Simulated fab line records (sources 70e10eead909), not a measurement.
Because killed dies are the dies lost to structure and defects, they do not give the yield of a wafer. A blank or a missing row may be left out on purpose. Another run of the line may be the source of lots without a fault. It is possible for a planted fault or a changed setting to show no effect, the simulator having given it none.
Matching of chambers :: flow nand harc :: cmp-04 running NHARC_A_STAIRCASE_CMP_450: 4 sister chambers
The step polishes SiO2, target thk 200 nm. 7 wafers are shown with their chamber, then 7 later ones without.

## WAFERS WITH THEIR CHAMBER
wafer: L075.5
chamber: 0
motor current A (A): 10.4

wafer: L078.1
chamber: 3
motor current A (A): 13.6

wafer: L081.1
chamber: 2
motor current A (A): 9.6

wafer: L081.2
chamber: 3
motor current A (A): 13.6

wafer: L081.3
chamber: 1
motor current A (A): 11.0

wafer: L090.3
chamber: 2
motor current A (A): 9.4

wafer: L090.4
chamber: 1
motor current A (A): 10.9

## WAFERS WITH NO CHAMBER GIVEN
wafer: L090.5
motor current A (A): 11.1

wafer: L094.1
motor current A (A): 14.0

wafer: L094.2
motor current A (A): 10.8

wafer: L094.5
motor current A (A): 9.1

wafer: L095.2
motor current A (A): 11.5

wafer: L095.3
motor current A (A): 10.1

wafer: L095.5
motor current A (A): 11.0

## WHICH CHAMBER EACH ONE RAN IN
wafer: L090.5
from the rows above: 1
in truth: 1

wafer: L094.1
from the rows above: 3
in truth: 3

wafer: L094.2
from the rows above: 1
in truth: 1

wafer: L094.5
from the rows above: 2
in truth: 2

wafer: L095.2
from the rows above: 1
in truth: 1

wafer: L095.3
from the rows above: 0
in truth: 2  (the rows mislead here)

wafer: L095.5
from the rows above: 1
in truth: 1
6 of 7 placed correctly. Number that these rows cannot place: 0. Wrongly placed: 1.
How it was worked out, from the rows above alone: a wafer's distance from a chamber is the root of the sum, over the readings, of the square of ((its reading less the chamber's mean) divided by the reading's scatter). If the next closest chamber is less than 2 further off than the closest, the wafer can't be placed; otherwise it belongs to the closest. The mean given for a chamber averages the wafers shown for that chamber. The scatter: take each reading less its chamber's mean, square it, sum over the shown wafers, divide by the number of wafers less the number of chambers, and take the root.
